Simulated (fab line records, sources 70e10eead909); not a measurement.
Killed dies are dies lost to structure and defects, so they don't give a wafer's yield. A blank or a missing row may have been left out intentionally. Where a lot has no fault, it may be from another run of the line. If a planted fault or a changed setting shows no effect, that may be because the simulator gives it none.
Struck lot and sound lot, side by side -- flow nand harc -- 14 steps out of a route of 1159
Sound: the wafers L344.4, L344.5, L344.6. Struck: wafers L352.2, L352.3, L352.5. The cause comes at the end.
Per side, at each step with rows, come the tool, then ch with its chambers, and then its first start. Under that, the readings that differ: sound wafers -- struck wafers -- difference of the means -- sigmas: that difference in standard deviations of wafers without a fault.
alike: same words and numbers on both sides, and readings whose means sit less than 2 such deviations apart. not compared: any withheld reading, any reading some wafer has no value for, any bound like >300 that may hide the same value, and any number with overlapping values for which the record gives no deviation.
The two part at a step that has a row with sigmas, a row that says differs or no value, or rows on one side only. Numbers that don't overlap but have no deviation are shown without sigmas and don't part them. A reading that every wafer of one side lacks parts them only if that side has two wafers or more.

NHARC_A_WL_FILL_CVD_03: deposits W, target thk 40 nm, time 3302 s.
  sound on cvd w-01 ch 0,1, day 18 16:11; struck on cvd w-01 ch 0,1, day 20 03:07
  alike: heater power w, susceptor temp C, throttle valve pct
NHARC_A_WL_FILL_ETCHBACK_04: etches the open film in NF3, target depth 60 nm, time 120 s.
  sound on rie metal-03 ch 0,1, day 18 18:40; struck on rie metal-02 ch 0,1, day 20 05:58
reading,sound,struck,difference,sigmas
drypump motor current A (A),6.8 6.8 6.0,5.4 5.5 5.4,-1.1,-2
oes product au (a.u.),1.007 1.004 1.005,0.982 0.999 0.988,-0.016,-2
  alike: chamber pressure mTorr, he backside leak sccm
  not compared: rf hours counter h
NHARC_A_WL_FILL_ETCHBACK_05: etches the open film in Cl2/BCl3, target depth 22 nm, time 60 s.
  sound on rie metal-03 ch 0,1, day 18 18:53; struck on rie metal-02 ch 0,1, day 20 06:11
  alike: chamber pressure mTorr, drypump motor current A, he backside leak sccm, oes product au
  not compared: rf hours counter h
then, 6 steps without rows for these wafers: NHARC_A_WL_FILL_STRIP_27 (strips in N2/H2, time 20 s); NHARC_A_WL_FILL_STRIP_28 (strips in post etch residue remover, time 1200 s); NHARC_A_WL_FILL_PRECLEAN_06 (cleans in DIW, time 300 s); NHARC_A_WL_FILL_SRD_07; NHARC_A_WL_FILL_ANNEAL_08 (time 1800 s); NHARC_A_WL_FILL_ALD_10 (deposits SiO2, target thk 50 nm, pulse time 10 s, ald cycles 500).
NHARC_A_WL_FILL_ETCHBACK_16: etches the open film in C4F8/O2/Ar, target depth 88 nm, time 17.6 s.
  sound: rie diel-01 ch 0,1,2; struck: rie diel-07 ch 1,2,3
  alike: bias w, chamber pressure mTorr, oes product au, rf vpp V
  not compared: rf hours counter h
NHARC_A_WL_FILL_STRIP_29: strips in O2, time 20 s.
  sound on rie diel-01 ch 0,1,3, day 19 06:57; struck on rie diel-07 ch 1,2,3, day 20 15:56
  alike: drypump motor current A, oes product au, rf vpp V, showerhead plenum p Torr, throttle valve pct
  not compared: rf hours counter h
NHARC_A_WL_FILL_ETCHBACK_17: etches the open film in Cl2/BCl3, target depth 4 nm, time 26.7 s.
  sound on rie metal-02 ch 0,1, day 19 07:06; struck on rie metal-03 ch 0, day 20 16:02
  no value came back on the struck wafers for chamber pressure mTorr (mTorr), drypump motor current A (A), he backside leak sccm (sccm), oes product au (a.u.); on the sound wafers chamber pressure mTorr (mTorr) reads 10.002 10.017 10.019
  not compared: rf hours counter h
then, 1 step without rows for these wafers: NHARC_A_WL_FILL_PRECLEAN_18 (cleans in dHF, time 30 s).
-- jump in the record: it breaks off in module A_WL_FILL and resumes in module END (first step shown: number 1159 of the route), and 4 days separate the struck wafers' starts before and after --
NHARC_END_SORT_01:
  only the struck wafers appear in the record here, on prober-02 ch 0 at day 24 21:50; the sound ones have no rows

WHERE THEY PART
Last at NHARC_END_SORT_01 as far as this record goes, first at NHARC_A_WL_FILL_ETCHBACK_04.

WHY: whatever the simulator had introduced
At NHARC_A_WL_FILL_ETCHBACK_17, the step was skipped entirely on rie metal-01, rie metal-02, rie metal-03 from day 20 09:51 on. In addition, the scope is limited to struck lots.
